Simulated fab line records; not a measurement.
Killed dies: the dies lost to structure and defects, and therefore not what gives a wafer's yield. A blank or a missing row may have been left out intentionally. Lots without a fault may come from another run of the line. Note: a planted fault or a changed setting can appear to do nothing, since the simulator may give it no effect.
Matching of chambers :: flow n5_finfet :: 3 sister chambers for N5_BEOL_M5_PRE_CLEAN_77 on cvd_co-02
The step time 15 s. 6 wafers are shown with their chamber, then 12 later ones without.

WAFERS WITH THEIR CHAMBER
wafer: L081.1
chamber: 0
heater_power_w (W): 92
rf_fwd_power_W (W): 296.8

wafer: L082.5
chamber: 1
heater_power_w (W): 69
rf_fwd_power_W (W): 298.9

wafer: L082.6
chamber: 0
heater_power_w (W): 91
rf_fwd_power_W (W): 299.3

wafer: L088.2
chamber: 1
heater_power_w (W): 69
rf_fwd_power_W (W): 297.2

wafer: L088.3
chamber: 2
heater_power_w (W): 101
rf_fwd_power_W (W): 294.1

wafer: L088.6
chamber: 2
heater_power_w (W): 102
rf_fwd_power_W (W): 295.1

WAFERS WITHOUT THEIR CHAMBER
wafer: L087.2
heater_power_w (W): 66
rf_fwd_power_W (W): 297.3

wafer: L087.4
heater_power_w (W): 103
rf_fwd_power_W (W): 296.5

wafer: L087.5
heater_power_w (W): 103
rf_fwd_power_W (W): 296.6

wafer: L092.2
heater_power_w (W): 94
rf_fwd_power_W (W): 297.2

wafer: L092.4
heater_power_w (W): 68
rf_fwd_power_W (W): 296.5

wafer: L092.5
heater_power_w (W): 93
rf_fwd_power_W (W): 297.6

wafer: L096.2
heater_power_w (W): 93
rf_fwd_power_W (W): 296.4

wafer: L096.3
heater_power_w (W): 69
rf_fwd_power_W (W): 297.0

wafer: L096.5
heater_power_w (W): 92
rf_fwd_power_W (W): 296.4

wafer: L097.1
heater_power_w (W): 92
rf_fwd_power_W (W): 297.1

wafer: L097.4
heater_power_w (W): 104
rf_fwd_power_W (W): 296.4

wafer: L097.5
heater_power_w (W): 66
rf_fwd_power_W (W): 295.8

WHICH CHAMBER EACH ONE RAN IN
wafer: L087.2
from the rows above: 1
in truth: 1

wafer: L087.4
from the rows above: 2
in truth: 2

wafer: L087.5
from the rows above: 2
in truth: 2

wafer: L092.2
from the rows above: 0
in truth: 0

wafer: L092.4
from the rows above: 1
in truth: 1

wafer: L092.5
from the rows above: 0
in truth: 0

wafer: L096.2
from the rows above: 0
in truth: 0

wafer: L096.3
from the rows above: 1
in truth: 1

wafer: L096.5
from the rows above: 0
in truth: 0

wafer: L097.1
from the rows above: 0
in truth: 0

wafer: L097.4
from the rows above: 2
in truth: 2

wafer: L097.5
from the rows above: 1
in truth: 1
Correctly placed: 12 of 12. Number that these rows cannot place: 0. Wrongly placed: 0.
How it was worked out, from the rows above alone: a wafer's distance from a chamber is the root of the sum, over the readings, of the square of ((its reading less the chamber's mean) divided by the reading's scatter). The wafer belongs to the nearest chamber; if the next one is less than 2 further off, it can't be placed. For every chamber, the mean is computed from those of its wafers that are shown. The scatter: the root of (the sum of the squares of (reading less its chamber's mean) over the shown wafers, divided by (wafers less chambers)).
